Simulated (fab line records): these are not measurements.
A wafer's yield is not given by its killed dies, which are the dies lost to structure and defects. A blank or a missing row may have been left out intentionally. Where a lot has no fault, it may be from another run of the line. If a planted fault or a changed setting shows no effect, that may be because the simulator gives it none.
2 desks looking at one fault    flow n5_finfet    numbers are kept per desk, each desk with only its own; the story behind them comes last

## FROM THE METROLOGY DESK
What the gauges read, lot by lot, whatever tool the lot ran on: means of the sampled wafers that have a number. If a lot's mean is further than 4 standard deviations from the usual mean, the lot is out of limits and carries the mark OUT (the distance appears in the brackets).
Columns: A = M8_THK at N5_BEOL_M8_THK_MEAS_53, usual 80.0 nm; B = M8_RS at N5_BEOL_M8_RS_MEAS_57, usual 0.287 ohm/sq
lot   first seen here  A     B
L563  day 10 05:40     79.4  0.289
L572  day 11 21:21     78.6  0.293
L573  day 12 20:08     78.6  0.291
L578  day 13 20:29     80.5  0.288
L583  day 15 07:05     80.2  0.285
L585  day 15 08:32     79.9  0.286
L584  day 15 13:20     78.0  0.290
Result from this desk: across the 7 lots, nothing is out of limits.

## FOR THE TOOL OWNER'S DESK: pecvd-03
The tool's own readings at N5_BEOL_M8_DEP_56 (deposits SiCN from 3MS/NH3, target thk 10 nm, time 17.5 s): means of the sampled wafers that have a number, for each lot that ran on this tool. If a lot's mean is further than 4 standard deviations from the usual mean, the lot is out of limits and carries the mark OUT (the distance appears in the brackets).
Columns: A = showerhead_plenum_p_Torr at N5_BEOL_M8_DEP_56, usual 3.660 Torr; B = throttle_valve_pct at N5_BEOL_M8_DEP_56, usual 8.9 %
lot   first seen here  A      B
L572  day 11 21:25     3.665  8.6
L573  day 12 20:13     3.653  9.2
L578  day 13 20:33     3.669  9.1
L583  day 15 07:08     3.659  9.2
L584  day 15 13:30     3.663  8.6
Result from this desk: across the 5 lots, nothing is out of limits.

## TAKEN TOGETHER
Metrology desk: nothing out of limits seen.
The tool owner's desk saw nothing out of limits.

## WHAT THE SIMULATOR HAD INSERTED
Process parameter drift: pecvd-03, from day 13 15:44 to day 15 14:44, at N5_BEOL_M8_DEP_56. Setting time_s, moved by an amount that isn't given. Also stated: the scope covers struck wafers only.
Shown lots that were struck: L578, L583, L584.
